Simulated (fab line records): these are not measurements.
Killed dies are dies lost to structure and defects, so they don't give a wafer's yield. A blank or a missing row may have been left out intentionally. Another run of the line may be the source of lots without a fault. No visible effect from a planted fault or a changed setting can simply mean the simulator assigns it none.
fab line records -- flow nand_harc -- part 2 of 2: steps 24 to 34 of 34
[record] lots = 5, wafers = 15, last_day = 33
route steps=1302 shown P_M0@283 P_M1@285
lots untouched by any fault: they come from a run of this same line in which no faults occurred
start_h: hours from the record's opening day to when the first of the lot's shown wafers began -- wait_h: time in hours since the lot's previous step -- " identical to the entry in the row above -- L1.1+2: several wafers, shown together as one row -- - no value, or no start was given -- * or withheld: withheld -- < > ~ a bound
route shown NAME@n: NAME is a module with steps in the file, n the number in the route of the first one -- usual: average and standard deviation across the fault-free wafers -- same: alike in all rows -- chamber/n: place in a boat -- sites: each site's reading -- _std_site: how widely they spread, as a standard deviation -- _edge_site: inner sites' mean taken away from outer sites' mean -- radius_mm: how far each site lies from the wafer's centre -- mask NAME#n: copy n -- behind: the most recent tool/chamber to have shaped the wafer -- hold: the reason the lot was held/the length of the hold in hours/how it ended -- device: which transistor (n, p or np) failed to switch -- end of line: at the end of the route, the tests of the same wafers -- a step given without rows: its recipe and nothing more -- killed: the dies lost at the first sort to structure and to defects; this is not the yield of the wafer -- map: shows each die of a wafer: x if killed, . if not, _ if none is there
set.NAME: the setting that was run; set.NAME@STEP: the one run at that earlier step -- model.NAME: the simulator's own value behind a step, which no gauge read
a table for each step, a row for each wafer; lots at some steps of the route
services: the hour from which a tool's chamber was out of use, counted from the record's first day as start_h (under 0 if before that day), plus the number of hours and why
[[steps]]
[step NHARC_P_M1_PRE_CLEAN_30]
[recipe] time_s = 30, temp_c = 280, gas = H2/He
[usual] heater_power_w = 395/52
lot.wafer,tool,chamber,start_h,wait_h,heater_power_w
L076.1,pvd_sputter-02,-,-,-,333
L076.2,pvd_sputter-02,-,-,-,421
L076.6,pvd_sputter-02,-,-,-,384
L086.1,pvd_sputter-01,-,-,-,443
L086.2,pvd_sputter-01,-,-,-,476
L086.5,pvd_sputter-01,-,-,-,485
L090.1,pvd_sputter-02,-,-,-,310
L090.2,pvd_sputter-02,-,-,-,375
L090.6,pvd_sputter-02,-,-,-,387
L092.2,pvd_sputter-02,-,-,-,302
L092.4,pvd_sputter-02,-,-,-,383
L092.5,pvd_sputter-02,-,-,-,396
L096.1,pvd_sputter-01,-,-,-,358
L096.2,pvd_sputter-01,-,-,-,446
L096.4,pvd_sputter-01,-,-,-,336
[step NHARC_P_M1_PVD_20]
[recipe] target_thk_a = 50, bias_v = 168.6, power_w = 15000, chamber_pressure_pa = 0.12, time_s = 8.06, substrate_temp_c = 50, material = TaN
[usual] substrate_temp_c = 50.00/0.12, throttle_valve_pct = 30.5/0.79
lot.wafer,tool,chamber,start_h,wait_h,substrate_temp_c,throttle_valve_pct
L076.1,pvd_sputter-02,-,-,-,49.91,30.2
L076.2,pvd_sputter-02,-,-,-,50.07,29.8
L076.6,pvd_sputter-02,-,-,-,50.12,30.3
L086.2,pvd_sputter-01,-,-,-,50.06,31.8
L086.1,pvd_sputter-01,-,-,-,50.00,29.4
L086.5,pvd_sputter-01,-,-,-,50.03,31.6
L090.1,pvd_sputter-02,-,-,-,50.09,31.0
L090.2,pvd_sputter-02,-,-,-,50.01,30.5
L090.6,pvd_sputter-02,-,-,-,50.00,31.0
L092.4,pvd_sputter-02,-,-,-,50.16,30.9
L092.2,pvd_sputter-02,-,-,-,49.66,30.9
L092.5,pvd_sputter-02,-,-,-,49.91,31.3
L096.4,pvd_sputter-01,-,-,-,49.90,29.2
L096.2,pvd_sputter-01,-,-,-,49.94,32.3
L096.1,pvd_sputter-01,-,-,-,49.99,30.6
[step NHARC_P_M1_PVD_21]
[recipe] target_thk_a = 300, chamber_pressure_pa = 5, power_w = 5000, substrate_temp_c = 30, time_s = 20.49, material = Cu
[usual] substrate_temp_c = 30.00/0.11, throttle_valve_pct = 30.5/0.84
lot.wafer,tool,chamber,start_h,wait_h,substrate_temp_c,throttle_valve_pct
L076.1,pvd_sputter-02,-,-,-,30.02,30.6
L076.2,pvd_sputter-02,-,-,-,29.94,29.9
L076.6,pvd_sputter-02,-,-,-,29.83,30.1
L086.2,pvd_sputter-01,-,-,-,29.90,32.0
L086.1,pvd_sputter-01,-,-,-,30.00,30.3
L086.5,pvd_sputter-01,-,-,-,29.86,32.2
L090.1,pvd_sputter-02,-,-,-,29.96,30.7
L090.2,pvd_sputter-02,-,-,-,29.97,30.7
L090.6,pvd_sputter-02,-,-,-,30.05,31.2
L092.4,pvd_sputter-02,-,-,-,30.17,30.8
L092.2,pvd_sputter-02,-,-,-,29.96,31.1
L092.5,pvd_sputter-02,-,-,-,29.89,30.4
L096.4,pvd_sputter-01,-,-,-,29.91,32.4
L096.1,pvd_sputter-01,-,-,-,30.08,31.5
L096.2,pvd_sputter-01,-,-,-,30.00,29.3
[step NHARC_P_M1_ECD_22]
[recipe] target_thk_a = 4000, bath_temp_c = 25, material = Cu
lot.wafer,tool,chamber,start_h,wait_h
L076.2+1+6,ecd_cu-02,"1,0,1",142.77,-
L086.1+2+5,ecd_cu-01,"0,1,1",245.24,-
L090.1+2+6,ecd_cu-02,"0,1,1",292.70,-
L092.2+4+5,ecd_cu-02,"1,0,0",302.09,-
L096.1+2+4,ecd_cu-02,"1,0,0",364.80,-
[step NHARC_P_M1_ANNEAL_31]
[recipe] temp_c = 225, time_s = 90
[usual] anneal_temp_c = 224.99/0.18, wafer_temp_C_max = 226.1/0.37
lot.wafer,tool,chamber,start_h,wait_h,anneal_temp_c,wafer_temp_C_max
L076.1,rtp_anneal-01,0,143.15,0.3,224.87,225.9
L076.2,rtp_anneal-01,0,143.15,0.3,224.85,225.9
L076.6,rtp_anneal-01,0,143.15,0.3,225.15,226.0
L086.1,rtp_anneal-02,0,245.61,-,225.05,226.1
L086.2,rtp_anneal-02,0,245.61,-,225.13,226.4
L086.5,rtp_anneal-02,0,245.61,-,225.22,226.2
L090.1,rtp_anneal-01,0,293.08,0.3,225.24,225.6
L090.2,rtp_anneal-01,0,293.08,0.3,225.28,225.6
L090.6,rtp_anneal-01,0,293.08,0.3,225.07,226.1
L092.2,rtp_anneal-01,0,302.55,0.4,224.92,225.9
L092.4,rtp_anneal-01,0,302.55,0.4,224.80,226.0
L092.5,rtp_anneal-01,0,302.55,0.4,225.03,226.2
L096.1,rtp_anneal-01,0,365.18,0.3,225.30,225.7
L096.2,rtp_anneal-01,0,365.18,0.3,225.20,225.8
L096.4,rtp_anneal-01,0,365.18,0.3,224.98,225.8
[step NHARC_P_M1_CMP_23]
[recipe] t_overpolish_s = 20, target_thk_nm = 157.82
[usual] motor_current_A = 11.7/1.3, time_to_endpoint_s = 29.7/2.6
lot.wafer,tool,chamber,start_h,wait_h,motor_current_A,time_to_endpoint_s
L076.2,cmp-04,3,143.52,-,14.1,24.8
L076.1,cmp-04,1,143.52,-,11.0,27.0
L076.6,cmp-04,2,143.52,-,9.6,29.0
L086.2,cmp-03,1,245.96,-,10.6,34.1
L086.1,cmp-03,0,245.96,-,13.5,27.8
L086.5,cmp-03,2,245.96,-,11.7,29.8
L090.2,cmp-01,1,293.42,-,12.3,28.2
L090.1,cmp-01,3,293.42,-,12.0,24.6
L090.6,cmp-01,2,293.42,-,12.3,29.4
L092.2,cmp-03,2,302.84,-,11.3,27.9
L092.4,cmp-03,1,302.84,-,10.3,33.8
L092.5,cmp-03,2,302.84,-,12.1,29.7
L096.1,cmp-04,2,365.53,-,10.2,30.8
L096.2,cmp-04,3,365.53,-,14.1,30.0
L096.4,cmp-04,0,365.53,-,10.7,29.9
[step NHARC_P_M1_THK_MEAS_24]
[recipe] thk_meas_gauge = xrf
[usual] thk_nm = 158.1/1.3
lot.wafer,tool,chamber,start_h,wait_h,thk_nm
L076.1,film_metro-02,-,143.81,-,157.6
L076.2,film_metro-02,-,143.81,-,157.2
L076.6,film_metro-02,-,143.81,-,159.7
L086.1,film_metro-02,-,246.27,-,156.0
L086.2,film_metro-02,-,246.27,-,159.1
L086.5,film_metro-02,-,246.27,-,158.2
L090.1,film_metro-01,-,293.74,-,155.3
L090.2,film_metro-01,-,293.74,-,157.4
L090.6,film_metro-01,-,293.74,-,158.9
L092.2,film_metro-01,-,303.16,-,159.8
L092.4,film_metro-01,-,303.16,-,157.5
L092.5,film_metro-01,-,303.16,-,158.6
L096.1,film_metro-02,-,365.84,-,157.3
L096.2,film_metro-02,-,365.84,-,156.2
L096.4,film_metro-02,-,365.84,-,158.9
[step NHARC_P_M1_SRD_25]
lot.wafer,tool,chamber,start_h,wait_h
L076.1+2+6,wet_bench-08,"7,1,2",143.86,0.0
L086.1+2+5,wet_bench-08,"2,3,5",246.31,0.0
L090.2+1+6,wet_bench-08,"6,0,1",293.78,0.0
L092.5+4+2,wet_bench-10,"7,1,2",303.21,0.0
L096.1+2+4,wet_bench-08,"0,1,5",365.88,0.0
[step NHARC_P_M1_INSPECT_27]
[usual] raw_defect_count = 337/140
lot.wafer,tool,chamber,start_h,wait_h,raw_defect_count
L076.1,defect_inspect-01,-,143.98,0.0,346
L076.2,defect_inspect-01,-,143.98,0.0,209
L076.6,defect_inspect-01,-,143.98,0.0,311
L086.1,defect_inspect-02,-,246.43,0.0,441
L086.2,defect_inspect-02,-,246.43,0.0,235
L086.5,defect_inspect-02,-,246.43,0.0,273
L090.1,defect_inspect-02,-,293.90,0.0,380
L090.2,defect_inspect-02,-,293.90,0.0,277
L090.6,defect_inspect-02,-,293.90,0.0,346
L092.2,defect_inspect-01,-,303.32,0.0,261
L092.4,defect_inspect-01,-,303.32,0.0,250
L092.5,defect_inspect-01,-,303.32,0.0,195
L096.1,defect_inspect-02,-,366.00,0.0,397
L096.2,defect_inspect-02,-,366.00,0.0,164
L096.4,defect_inspect-02,-,366.00,0.0,356
[step NHARC_P_M1_PRE_CLEAN_32]
[recipe] time_s = 12, temp_c = 370, rf_power_w = 300, gas = NH3
[usual] heater_power_w = 616/83
lot.wafer,tool,chamber,start_h,wait_h,heater_power_w,since_wet_clean_h
L076.2,pecvd-04,0,144.06,0.1,520,43
L076.1,pecvd-04,1,144.06,0.1,675,43
L076.6,pecvd-04,0,144.06,0.1,535,-
L086.2,pecvd-03,0,246.49,0.1,658,48
L086.1,pecvd-03,2,246.49,0.1,464,48
L086.5,pecvd-03,1,246.49,0.1,757,-
L090.1,pecvd-03,0,293.98,0.1,679,96
L090.2,pecvd-03,1,293.98,0.1,774,96
L090.6,pecvd-03,0,293.98,0.1,684,-
L092.2,pecvd-01,2,303.41,0.1,504,160
L092.4,pecvd-01,0,303.41,0.1,638,-
L092.5,pecvd-01,2,303.41,0.1,506,-
L096.1,pecvd-03,0,366.08,0.1,681,168
L096.2,pecvd-03,1,366.08,0.1,763,168
L096.4,pecvd-03,2,366.08,0.1,461,-
[step NHARC_P_M1_DEP_33]
[recipe] target_thk_a = 300, temp_c = 370, target_thk_nm = 30, pressure_torr = 3, flow_sccm = 200, rf_w = 450, material = SiCN
[usual] heater_power_w = 573/80
lot.wafer,tool,chamber,start_h,wait_h,heater_power_w,since_wet_clean_h
L076.2,pecvd-04,0,144.17,0.1,534,43
L076.1,pecvd-04,1,144.17,0.1,678,43
L076.6,pecvd-04,0,144.17,0.1,556,-
L086.2,pecvd-03,0,246.57,0.1,641,48
L086.1,pecvd-03,2,246.57,0.1,410,49
L086.5,pecvd-03,1,246.57,0.1,698,-
L090.1,pecvd-03,0,294.09,0.1,600,96
L090.2,pecvd-03,1,294.09,0.1,712,96
L090.6,pecvd-03,0,294.09,0.1,609,-
L092.2,pecvd-01,2,303.55,0.1,472,161
L092.4,pecvd-01,0,303.55,0.1,543,-
L092.5,pecvd-01,2,303.55,0.1,475,-
L096.1,pecvd-03,0,366.19,0.1,614,168
L096.2,pecvd-03,1,366.19,0.1,712,168
L096.4,pecvd-03,2,366.19,0.1,448,-
[[services]]
tool,chamber,start_h,hours,kind
wet_bench-08,-,118.40,8.0,pm
pecvd-01,-,130.00,13.0,pm
litho_track-01,-,155.00,7.0,pm
rie_diel-11,0,163.10,4.2,repair
rie_diel-11,2,170.81,4.5,repair
pvd_sputter-01,-,174.35,4.4,repair
litho_track-06,-,179.00,7.0,pm
rie_diel-05,3,181.03,4.7,repair
pecvd-03,-,185.18,13.0,pm
litho_track-04,-,203.00,7.0,pm
rie_diel-05,-,229.60,9.0,pm
pvd_sputter-01,-,234.51,10.0,pm
rie_diel-11,-,255.50,9.0,pm
pvd_sputter-01,-,278.15,4.0,repair
pvd_sputter-02,-,282.00,10.0,pm
pvd_sputter-01,-,293.30,3.2,repair
wet_bench-08,-,294.40,8.0,pm
rie_diel-05,0,308.75,11.0,repair
rie_diel-05,1,322.31,14.9,repair
pecvd-03,2,327.96,6.3,repair
litho_track-01,-,330.00,7.0,pm
pecvd-03,1,339.70,24.6,repair
litho_track-06,-,354.00,7.0,pm
pecvd-03,0,355.18,8.6,repair
